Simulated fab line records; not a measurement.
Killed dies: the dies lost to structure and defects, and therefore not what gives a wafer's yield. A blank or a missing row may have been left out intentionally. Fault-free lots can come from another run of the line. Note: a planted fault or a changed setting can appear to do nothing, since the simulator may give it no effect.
Lot-split experiment    flow n5_finfet    route with 1938 steps; 7 lots, 21 wafers read

## THE SPLIT ITSELF
At N5_BEOL_M11_EXPOSE_25 (exposes mask V10), the setting dose_mj was moved away from the recipe's 85.5 on 5 of the 21 wafers read, by -2.8% to +4.3%. For the rest of the wafers, this setting stayed at what the recipe calls for.

## FROM THE SPLIT TO THE READING: what the file shows between them, 2 steps
- N5_BEOL_M11_PEB_26: peb time 60 s
- N5_BEOL_M11_DEVELOP_27: develop time 30 s

## THE READING
cd_nm at N5_BEOL_M11_CD_MEAS_28, given in nm (cd target 70 nm). On this fab line, fault-free wafers typically give 70.2 nm with a standard deviation of 0.87 nm.

wafer   tool, chamber at the split  dose_mj as run  against the recipe  cd_nm, nm  against lot-mates on the recipe
L074.1  arfi_scanner-01, 0          85.5            recipe              69.8       -
L074.2  arfi_scanner-01, 0          85.5            recipe              71.3       -
L074.3  arfi_scanner-01, 0          85.5            recipe              70.0       -
L077.3  arfi_scanner-02, 0          89.19           +4.3%               73.4       +4.3
L077.4  arfi_scanner-02, 0          85.5            recipe              69.1       -
L077.5  arfi_scanner-02, 0          89.19           +4.3%               73.9       +4.8
L078.2  arfi_scanner-02, 0          85.5            recipe              69.7       -
L078.4  arfi_scanner-02, 0          85.5            recipe              71.2       -
L078.5  arfi_scanner-02, 0          85.5            recipe              70.2       -
L081.3  arfi_scanner-01, 0          85.5            recipe              69.0       -
L081.4  arfi_scanner-01, 0          87.42           +2.2%               69.9       +0.9
L081.5  arfi_scanner-01, 0          87.42           +2.2%               71.0       +2.0
L084.1  arfi_scanner-03, 0          85.5            recipe              69.8       -
L084.4  arfi_scanner-03, 0          85.5            recipe              69.5       -
L084.5  arfi_scanner-03, 0          85.5            recipe              69.7       -
L087.1  arfi_scanner-01, 0          85.5            recipe              69.1       -
L087.3  arfi_scanner-01, 0          85.5            recipe              69.2       -
L087.4  arfi_scanner-01, 0          85.5            recipe              70.6       -
L094.3  arfi_scanner-03, 0          83.11           -2.8%               68.6       -2.6
L094.4  arfi_scanner-03, 0          85.5            recipe              70.9       -
L094.6  arfi_scanner-03, 0          85.5            recipe              71.4       -

THE FIT
A straight line over all 21 wafers: cd_nm changes by +0.676 nm for each +1% of dose_mj; r = +0.78; the points scatter about the line by 0.87 nm.
The same after taking each lot's own level away (the mean of its wafers on the recipe; 21 wafers): +0.964 nm for each +1%; r = +0.94; scatter 0.57 nm.
The reading moves by 4.2 nm for the largest change in dose_mj, on that fit.
The span of the lots' own levels, 69.00 to 71.15 nm, comes to 2.5 times the standard deviation stated above.
So the lot-to-lot level blurs the effect unless lot-mates are compared.
Check: +4.05 nm against its lot-mates is what the line predicts for one of the wafers moved furthest among these (+4.3%) when that wafer is left out of the fit. It came out at +4.3 nm against them.

## OTHER SPLITS ON THESE WAFERS
Note: prior to the reading, these wafers also went through further splits. Each is held against what the fit with the lots' levels taken away leaves over:
other split on the same wafers    wafers away from the commonest value  r with cd_nm (lot level and that fit taken away)
N5_BEOL_M6_TRENCH_ETCH_37 bias_w  8                                     -0.06
N5_BEOL_M7_EXPOSE_25 dose_mj      8                                     -0.20
N5_BEOL_M7_DESCUM_33 time_s       5                                     -0.32
N5_BEOL_M8_COAT_22 spin_rpm       5                                     +0.14
N5_BEOL_M9_ETCH_66 time_s         7                                     -0.16
N5_BEOL_M9_VIA_ETCH_34 source_w   10                                    +0.37
N5_BEOL_M10_ETCH_41 source_w      8                                     +0.06

## THE FILE'S OWN FIT
cd_nm changes by +0.96 nm for each +1% of dose_mj, r = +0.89.
